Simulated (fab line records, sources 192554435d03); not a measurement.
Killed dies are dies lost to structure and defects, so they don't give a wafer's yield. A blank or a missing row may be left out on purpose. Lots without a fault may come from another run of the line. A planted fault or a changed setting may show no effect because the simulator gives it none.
Chamber matching | flow n5_finfet | N5_BEOL_M8_STRIP_67 on rie_diel-06: 4 sister chambers
The step strips in CF4. 14 wafers are shown with their chamber, then 7 later ones without.

WAFERS WITH THEIR CHAMBER
wafer  | chamber | drypump_motor_current_A (A) | showerhead_plenum_p_Torr (Torr) | throttle_valve_pct (%)
L076.1 | 1       | 5.61                        | 1.76                            | 13.41
L076.4 | 0       | 5.55                        | 1.90                            | 13.62
L076.5 | 0       | 5.59                        | 1.90                            | 13.61
L078.1 | 1       | 5.61                        | 1.75                            | 13.43
L078.2 | 2       | 5.77                        | 1.89                            | 13.20
L078.3 | 3       | 5.26                        | 1.83                            | 13.02
L082.4 | 0       | 5.59                        | 1.89                            | 13.64
L082.5 | 0       | 5.58                        | 1.89                            | 13.65
L082.6 | 3       | 5.25                        | 1.83                            | 13.04
L086.2 | 0       | 5.60                        | 1.89                            | 13.65
L086.3 | 1       | 5.60                        | 1.75                            | 13.44
L086.4 | 3       | 5.26                        | 1.83                            | 13.06
L088.2 | 1       | 5.61                        | 1.75                            | 13.49
L088.5 | 0       | 5.59                        | 1.89                            | 13.68

SIGNATURES (means of the wafers above)
reading                  | chamber 0 | chamber 1 | chamber 2 | chamber 3 | scatter within a chamber
drypump_motor_current_A  | 5.5833    | 5.6075    | 5.7700    | 5.2567    | 0.0129
showerhead_plenum_p_Torr | 1.8933    | 1.7525    | 1.8900    | 1.8300    | 0.00456
throttle_valve_pct       | 13.6417   | 13.4425   | 13.2000   | 13.0400   | 0.0271
Rule: a wafer's distance from a chamber is the root of the sum, over the readings, of the square of ((its reading less the chamber's mean) divided by the reading's scatter). The wafer belongs to the nearest chamber; if the next one is less than 2 further off, it can't be placed. The scatter: the root of (the sum of the squares of (reading less its chamber's mean) over the shown wafers, divided by (wafers less chambers)).

WAFERS WITHOUT THEIR CHAMBER
wafer  | drypump_motor_current_A (A) | showerhead_plenum_p_Torr (Torr) | throttle_valve_pct (%)
L088.6 | 5.60                        | 1.75                            | 13.49
L095.1 | 5.73                        | 1.88                            | 13.32
L095.4 | 5.57                        | 1.88                            | 13.73
L095.5 | 5.28                        | 1.82                            | 13.14
L097.1 | 5.56                        | 1.88                            | 13.73
L097.5 | 5.75                        | 1.88                            | 13.31
L097.6 | 5.26                        | 1.82                            | 13.14

WHICH CHAMBER EACH WENT THROUGH
wafer  | from the rows above | in truth
L088.6 | 1                   | 1
L095.1 | 2                   | 2
L095.4 | 0                   | 0
L095.5 | 3                   | 3
L097.1 | 0                   | 0
L097.5 | 2                   | 2
L097.6 | 3                   | 3
Placed correctly: 7 of 7. Can't be placed from these rows: 0. Placed wrongly: 0.
